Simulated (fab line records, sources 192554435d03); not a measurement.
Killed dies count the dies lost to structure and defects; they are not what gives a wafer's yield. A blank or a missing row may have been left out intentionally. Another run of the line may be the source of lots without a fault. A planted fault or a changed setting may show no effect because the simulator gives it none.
Chamber matching + flow n5_finfet + N5_FIN_CUT_CUT_ETCH_28 on rie_si-03: 4 sister chambers
The step etches Si in HBr/Cl2/O2, target depth 6 nm, time 2.4 s. 27 wafers are shown with their chamber, then 12 later ones without.

== WAFERS, EACH WITH ITS CHAMBER ==
| wafer  | chamber | throttle_valve_pct (%) | drypump_motor_current_A (A) | oes_product_au (a.u.) |
|--------|---------|------------------------|-----------------------------|-----------------------|
| L074.1 | 3       | 37.19                  | 5.5                         | 1.004                 |
| L074.3 | 1       | 37.17                  | 5.3                         | 1.001                 |
| L074.6 | 0       | 37.56                  | 5.1                         | 1.009                 |
| L076.1 | 3       | 37.19                  | 5.5                         | 1.015                 |
| L076.4 | 2       | 36.98                  | 5.2                         | 1.003                 |
| L076.5 | 3       | 37.19                  | 5.5                         | 1.013                 |
| L080.1 | 3       | 37.20                  | 5.5                         | 1.010                 |
| L080.4 | 1       | 37.16                  | 5.3                         | 1.003                 |
| L080.6 | 3       | 37.18                  | 5.5                         | 1.012                 |
| L081.1 | 3       | 37.18                  | 5.5                         | 1.013                 |
| L081.3 | 1       | 37.16                  | 5.3                         | 1.006                 |
| L081.4 | 2       | 36.97                  | 5.2                         | 1.008                 |
| L083.2 | 2       | 36.98                  | 5.2                         | 1.005                 |
| L083.4 | 3       | 37.20                  | 5.5                         | 1.010                 |
| L083.6 | 3       | 37.19                  | 5.5                         | 1.014                 |
| L085.2 | 1       | 37.15                  | 5.2                         | 0.999                 |
| L085.3 | 3       | 37.18                  | 5.5                         | 1.002                 |
| L085.4 | 2       | 36.98                  | 5.2                         | 1.005                 |
| L088.1 | 2       | 36.98                  | 5.2                         | 1.002                 |
| L088.3 | 3       | 37.18                  | 5.5                         | 1.013                 |
| L088.6 | 0       | 37.56                  | 5.1                         | 1.006                 |
| L090.3 | 0       | 37.54                  | 5.1                         | 1.006                 |
| L090.4 | 3       | 37.19                  | 5.5                         | 1.008                 |
| L090.5 | 3       | 37.20                  | 5.5                         | 1.008                 |
| L092.1 | 1       | 37.18                  | 5.3                         | 1.008                 |
| L092.2 | 0       | 37.56                  | 5.1                         | 1.006                 |
| L092.6 | 3       | 37.18                  | 5.5                         | 1.015                 |

SIGNATURES, as means of the wafers listed above
| reading                 | chamber 0 | chamber 1 | chamber 2 | chamber 3 | scatter within a chamber |
|-------------------------|-----------|-----------|-----------|-----------|--------------------------|
| throttle_valve_pct      | 37.5550   | 37.1640   | 36.9780   | 37.1885   | 0.00852                  |
| drypump_motor_current_A | 5.100     | 5.280     | 5.200     | 5.500     | 0.0187                   |
| oes_product_au          | 1.00675   | 1.00340   | 1.00460   | 1.01054   | 0.0035                   |
Rule: for each reading, subtract the chamber's mean from the wafer's reading, divide by that reading's scatter and square the result; add these up over the readings and take the root, which gives the wafer's distance from the chamber. The wafer belongs to the nearest chamber; if the next one is less than 2 further off, it can't be placed. The scatter is the square root of a quotient: the sum, over the shown wafers, of each reading's squared deviation from its chamber's mean, divided by wafers minus chambers.

== WAFERS WITHOUT THEIR CHAMBER ==
| wafer  | throttle_valve_pct (%) | drypump_motor_current_A (A) | oes_product_au (a.u.) |
|--------|------------------------|-----------------------------|-----------------------|
| L093.1 | 37.16                  | 5.3                         | 1.003                 |
| L093.4 | 36.99                  | 5.2                         | 1.005                 |
| L093.6 | 36.99                  | 5.1                         | 1.001                 |
| L094.1 | 37.54                  | 5.2                         | 0.993                 |
| L094.2 | 37.00                  | 5.1                         | 1.011                 |
| L094.5 | 37.17                  | 5.3                         | 0.997                 |
| L095.2 | 36.97                  | 5.2                         | 1.008                 |
| L095.5 | 37.54                  | 5.1                         | 0.996                 |
| L095.6 | 37.17                  | 5.5                         | 1.005                 |
| L096.2 | 36.98                  | 5.2                         | 1.006                 |
| L096.4 | 37.19                  | 5.5                         | 1.011                 |
| L096.5 | 37.18                  | 5.5                         | 1.015                 |

== WHICH CHAMBER EACH WENT THROUGH ==
| wafer  | from the rows above | in truth |
|--------|---------------------|----------|
| L093.1 | 1                   | 1        |
| L093.4 | 2                   | 2        |
| L093.6 | 2                   | 2        |
| L094.1 | 0                   | 0        |
| L094.2 | 2                   | 2        |
| L094.5 | 1                   | 1        |
| L095.2 | 2                   | 2        |
| L095.5 | 0                   | 0        |
| L095.6 | 3                   | 3        |
| L096.2 | 2                   | 2        |
| L096.4 | 3                   | 3        |
| L096.5 | 3                   | 3        |
Correctly placed: 12 of 12. Left unplaced by these rows: 0. 0 placed wrongly.
